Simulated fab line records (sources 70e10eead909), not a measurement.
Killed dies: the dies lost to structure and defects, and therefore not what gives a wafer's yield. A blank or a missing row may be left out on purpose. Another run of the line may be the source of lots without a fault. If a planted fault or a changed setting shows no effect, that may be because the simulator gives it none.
Comparing a struck lot with a sound one ; flow nandHarc ; 35 out of 1302 route steps
Sound: the wafers L796.1, L796.5, L796.6. Struck: wafers L807.1, L807.2, L807.3. The cause comes at the end.
Order at every step that has rows: each side's tool, ch and its chambers, its first start. Under that, the readings that differ: sound wafers ; struck wafers ; difference of the means ; sigmas: that difference in standard deviations of wafers without a fault.
alike: readings whose means differ by less than 2 such deviations, and words and numbers that are the same on both sides. not compared: withheld readings, readings that some wafer has no value for, bounds like >300 that may hide the same value, and numbers for which the record gives no deviation and whose values overlap.
Wherever a step has rows on one side only, a row that says differs or no value, or a row with sigmas, the two part there. Non-overlapping numbers with no deviation appear without sigmas and do not part them. A reading that every wafer of one side lacks parts them only if that side has two wafers or more.

first, 5 steps without rows for these wafers: NHARC_A_CHANNEL_HOLE_D2_SOFTBAKE_05 (time 55 s); NHARC_A_CHANNEL_HOLE_D2_EBR_06; NHARC_A_CHANNEL_HOLE_D2_EXPOSE_07 (exposes mask HOLE D2, target cd 100 nm); NHARC_A_CHANNEL_HOLE_D2_PEB_08 (peb time 65 s); NHARC_A_CHANNEL_HOLE_D2_DEVELOP_09 (develop time 35 s).
NHARC_A_CHANNEL_HOLE_D2_CD_MEAS_10 targets a cd of 100 nm.
  sound on cdSem-01 ch 0, day 14 02:13; struck on cdSem-01 ch 0, day 18 11:30
  alike: cdNm
NHARC_A_CHANNEL_HOLE_D2_OVL_MEAS_11:
  sound on overlay-02, day 14 02:19; struck on overlay-01, day 18 11:35
  alike: overlayXNm, overlayYNm
NHARC_A_CHANNEL_HOLE_D2_INSPECT_12:
  sound on defectInspect-02, day 14 02:21; struck on defectInspect-01, day 18 11:37
  alike: rawDefectCount
then, 1 step without rows for these wafers: NHARC_A_CHANNEL_HOLE_D2_DESCUM_15 (chemistry O2, time 3 s).
NHARC_A_CHANNEL_HOLE_D2_ETCH_38: etches the open film in CF4, target depth 39 nm, time 65 s.
  sound on rieDiel-04 ch 0,1,3, day 14 02:31; struck on rieDiel-04 ch 0,1,2, day 18 11:46
reading;sound;struck;difference;sigmas
cf4FlowSccm (sccm);151.4 150.2 150.2;149.3 149.5 150.2;-0.9;-2
  alike: drypumpMotorCurrentA, oesProductAu, rfVppV, showerheadPlenumPTorr, throttleValvePct
  not compared: rfHoursCounterH
then, 2 steps without rows for these wafers: NHARC_A_CHANNEL_HOLE_D2_ETCH_39 (etches the open film in N2/H2, target depth 260 nm, time 325 s); NHARC_A_CHANNEL_HOLE_D2_ETCH_34 (etches the open film in CF4/CHF3, target depth 154 nm, time 77 s).
NHARC_A_CHANNEL_HOLE_D2_ETCH_16: etches the open film in O2/COS, target depth 3100 nm, time 806 s.
  sound on rieDiel-04 ch 2,3, day 14 03:00; struck on rieDiel-04 ch 0,2,3, day 18 12:13
  alike: drypumpMotorCurrentA, oesProductAu, rfVppV, showerheadPlenumPTorr, throttleValvePct
  not compared: rfHoursCounterH
NHARC_A_CHANNEL_HOLE_D2_CD_MEAS_18:
  sound on cdSem-02, day 14 03:31; struck on cdSem-02, day 18 12:47
  alike: cdNm
then, 1 step without rows for these wafers: NHARC_A_CHANNEL_HOLE_D2_ETCH_19 (etches the open film in C4F8/O2/Ar, time 34.5 s).
NHARC_A_CHANNEL_HOLE_D2_ETCH_20: etches the open film in C4F8/O2/Ar, time 361.9 s, target depth 1600 nm.
  sound on harEtch-01 ch 0,1, day 14 03:43; struck on harEtch-01 ch 0,1, day 18 12:59
  alike: drypumpMotorCurrentA, showerheadPlenumPTorr, throttleValvePct
  not compared: rfHoursCounterH
NHARC_A_CHANNEL_HOLE_D2_ETCH_21: etches the open film in C4F8/O2/Ar, time 514.3 s, target depth 1600 nm.
  sound on harEtch-01 ch 0,1, day 14 04:02; struck on harEtch-01 ch 0,1, day 18 13:18
  alike: drypumpMotorCurrentA, showerheadPlenumPTorr, throttleValvePct
  not compared: rfHoursCounterH
then, 2 steps without rows for these wafers: NHARC_A_CHANNEL_HOLE_D2_ETCH_22 (etches the open film in C4F8/O2/Ar, time 666.7 s, target depth 1600 nm); NHARC_A_CHANNEL_HOLE_D2_ETCH_23 (etches the open film in C4F8/O2/Ar, time 819 s, target depth 1600 nm).
NHARC_A_CHANNEL_HOLE_D2_ETCH_24: etches the open film in C4F8/O2/Ar, time 906.2 s, target depth 1500 nm.
  sound on harEtch-01 ch 0,1, day 14 05:45; struck on harEtch-01 ch 0,1, day 18 14:59
  alike: drypumpMotorCurrentA, showerheadPlenumPTorr, throttleValvePct
  not compared: rfHoursCounterH
then, 1 step without rows for these wafers: NHARC_A_CHANNEL_HOLE_D2_ETCH_25 (etches the open film in C4F8/O2/Ar, time 1040.2 s, target depth 1500 nm).
NHARC_A_CHANNEL_HOLE_D2_ETCH_26: etches the open film in C4F8/O2/Ar, time 224.1 s, target depth 300 nm.
  sound on harEtch-01 ch 0,1, day 14 07:23; struck on harEtch-01 ch 0,1, day 18 16:37
  alike: biasV, drypumpMotorCurrentA, showerheadPlenumPTorr, throttleValvePct
  not compared: rfHoursCounterH
then, 8 steps without rows for these wafers: NHARC_A_CHANNEL_HOLE_D2_ETCH_27 (etches the open film in C4F8/O2/Ar, time 90 s, target depth 400 nm); NHARC_A_CHANNEL_HOLE_D2_STRIP_41 (strips in N2/H2); NHARC_A_CHANNEL_HOLE_D2_STRIP_42 (strips in CF4/CHF3); NHARC_A_CHANNEL_HOLE_D2_STRIP_43 (strips in O2/COS); NHARC_A_CHANNEL_HOLE_D2_ETCH_44 (etches the open film in CF4/O2, target depth 140 nm, overetch 14 nm, time 77 s); NHARC_A_CHANNEL_HOLE_D2_STRIP_28 (strips in O2); NHARC_A_CHANNEL_HOLE_D2_PRECLEAN_29 (cleans in SC1); NHARC_A_CHANNEL_HOLE_D2_SRD_30.
NHARC_A_CHANNEL_HOLE_D2_CD_MEAS_31:
  sound on cdSem-03, day 14 09:08; struck on cdSem-02, day 18 18:22
reading;sound;struck;difference;sigmas
cdNm (nm);89.0 90.8 88.9;92.3 92.0 91.9;+2.5;+3
following that, these wafers have no rows for 1 step: NHARC_A_CHANNEL_HOLE_D2_XSEM_32.
NHARC_A_CHANNEL_HOLE_D2_INSPECT_40:
  sound on defectInspect-01, day 14 09:20; struck on defectInspect-01, day 18 18:34
reading;sound;struck;difference;sigmas
rawDefectCount;328 259 221;1054 1280 1413;+980;+11
then, 1 step without rows for these wafers: NHARC_A_CHANNEL_FILL_D2_PRECLEAN_00 (cleans in SC1).
-- break in the record here, with 11 days between the starts of the struck wafers on either side (left off in module A_CHANNEL_FILL_D2, picked up again in module END, where the first step shown is number 1302 on the route) --
NHARC_END_SORT_01:
  here the record holds rows for the struck wafers (prober-01 ch 0, day 29 18:56) but none for the sound ones

## WHERE THEY PART
Last at NHARC_END_SORT_01 as far as this record goes, first at NHARC_A_CHANNEL_HOLE_D2_ETCH_38.

WHY: the cause the simulator had injected
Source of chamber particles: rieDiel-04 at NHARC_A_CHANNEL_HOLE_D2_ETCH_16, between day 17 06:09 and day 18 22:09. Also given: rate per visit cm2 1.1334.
